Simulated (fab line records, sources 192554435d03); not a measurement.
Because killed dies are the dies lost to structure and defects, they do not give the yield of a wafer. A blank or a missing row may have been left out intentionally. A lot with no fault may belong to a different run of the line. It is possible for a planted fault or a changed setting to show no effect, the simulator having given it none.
8D (eight disciplines) problem report, filled in by code ; flow n5-finfet ; the parts of the form that need people (team, actions taken, sign-off) are left out

## 1. PROBLEM STATEMENT
A mean of 200 is read at N5_PASSIVATION_PROBE_49 for killed_at_M0_to_M3, taken on 1 wafer of 1 lot, against 34 (standard deviation 9.7) on wafers free of any fault. That is +17 standard deviations from the usual mean.
First observed at day 16 18:02: wafer L874.4, on prober-02. At this step, 6 wafers from 3 lots have a number in the record. Rule for "out" (also "out of limits"): further than 4 standard deviations from the usual mean. All remaining wafers that have a number are taken as sound.

## 2. WHAT IT IS, WHAT IT ISN'T
question;is;is not
which readings at this step;killed_at_M0_to_M3, defect-limited-yield, killed-dies, sort_bin_5_function, sort-n-pass, sort-yield-pct;killed_at_M4_up, killed-at-contacts, killed-at-front-end, killed-at-other, killed-short
which lots;L874;L860, L867
which wafers of those lots;all that have a number;-
read on which tools;prober-02;prober-01
when;from day 16 18:02;up to then (5 sound wafers)

## 3. SUSPECTS, AND WHAT RULES EACH OUT
Counting: a tool at any process step up to the reading remains a suspect when it ran all the lots that are out and ran no sound lot after the first of those.
- ald-sin-04 at N5_BEOL_M3_ALD_98 (deposits SiO2, target thk 2.5 nm, pulse time 1 s, co reactant pulse time 1 s): kept. It ran the lot that is out, L874 (day 11 00:58), and no sound lot after that; its last sound lot up to then is L867 (day 9 13:34).
- rie-diel-02 at N5_BEOL_M3_VIA_ETCH_34 (etches the open film in C4F6/O2, target depth 69.4 nm, time 65.9 s): kept. It ran the lot that is out, L874 (day 11 21:27), and no sound lot after that.
- rie-diel-02 at N5_BEOL_M3_STRIP_36 (strips in N2/H2): kept. It ran the lot that is out, L874 (day 11 21:31), and no sound lot after that.
- wet-bench-01 at N5_BEOL_M3_HM_STRIP_39 (strips TiN in peroxide tin strip, target depth 25 nm, time 158 s): kept. It ran the lot that is out, L874 (day 11 21:44), and no sound lot after that; its last sound lot up to then is L867 (day 9 18:23).
- pvd-sputter-02 at N5_BEOL_M3_PRE_CLEAN_45 (time 30 s): kept. It ran the lot that is out, L874 (day 11 22:08), and no sound lot after that; its last sound lot up to then is L867 (day 9 18:47).
- pvd-sputter-02 at N5_BEOL_M3_SPUTTER_96 (material Cu, target thk 4.5 nm, time 8.29 s): kept. It ran the lot that is out, L874 (day 12 00:26), and no sound lot after that.
- prober-02 at N5_PASSIVATION_PROBE_49: kept. It ran the lot that is out, L874 (day 16 18:02), and no sound lot after that; its last sound lot up to then is L867 (day 15 03:14). Its own readings are out on those wafers: defect-limited-yield, killed_at_M0_to_M3, killed-dies, sort_bin_5_function, sort-n-pass, sort-yield-pct.
Left after counting: ald-sin-04 at N5_BEOL_M3_ALD_98, rie-diel-02 at N5_BEOL_M3_VIA_ETCH_34, rie-diel-02 at N5_BEOL_M3_STRIP_36, wet-bench-01 at N5_BEOL_M3_HM_STRIP_39, pvd-sputter-02 at N5_BEOL_M3_PRE_CLEAN_45, pvd-sputter-02 at N5_BEOL_M3_SPUTTER_96, prober-02 at N5_PASSIVATION_PROBE_49.

## 4. THE CAUSE (what the simulator had put in)
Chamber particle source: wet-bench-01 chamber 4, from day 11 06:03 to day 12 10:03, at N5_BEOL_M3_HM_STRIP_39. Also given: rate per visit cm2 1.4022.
Counting left 7 suspects, and this tool is among them.

## 5. SEQUENCE OF EFFECTS, ordered by route
One row per reading whose mean, taken over the struck wafers that have a number, lies over 3 standard deviations from the usual. Scope: only readings with a usual standard deviation given in the record; hours: median across lots of the time from each lot's start at the first step in this table that gives one to its start at this step; sigmas: change in usual standard deviations.
hours;step;reading;usual;on struck wafers;change;sigmas
0;N5_PASSIVATION_PROBE_49;defect-limited-yield;91.1 %;76.6;-14.5;-10
0;N5_PASSIVATION_PROBE_49;killed_at_M0_to_M3;34;200;+166;+17
0;N5_PASSIVATION_PROBE_49;killed-dies;105;276;+171;+11
0;N5_PASSIVATION_PROBE_49;sort_bin_5_function;5.2 %;14.7;+9.5;+11
0;N5_PASSIVATION_PROBE_49;sort_bin_6_memory;3.3 %;5.4;+2.1;+3.0
0;N5_PASSIVATION_PROBE_49;sort-n-pass;1074;904;-170;-10
0;N5_PASSIVATION_PROBE_49;sort-yield-pct;91.0 %;76.6;-14.4;-9.6
Process steps it contains:
- N5_PASSIVATION_PROBE_49

## 6. WHAT WOULD HAVE CAUGHT IT SOONER
First out-of-limits reading in this record: day 16 18:02, which is 132 hours after fault onset at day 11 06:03.
By day 16 18:02 the whole set of lots that are out, 1 in number, had already begun N5_BEOL_M3_HM_STRIP_39 on wet-bench-01. Tool hold at that time: it would have spared none of them.
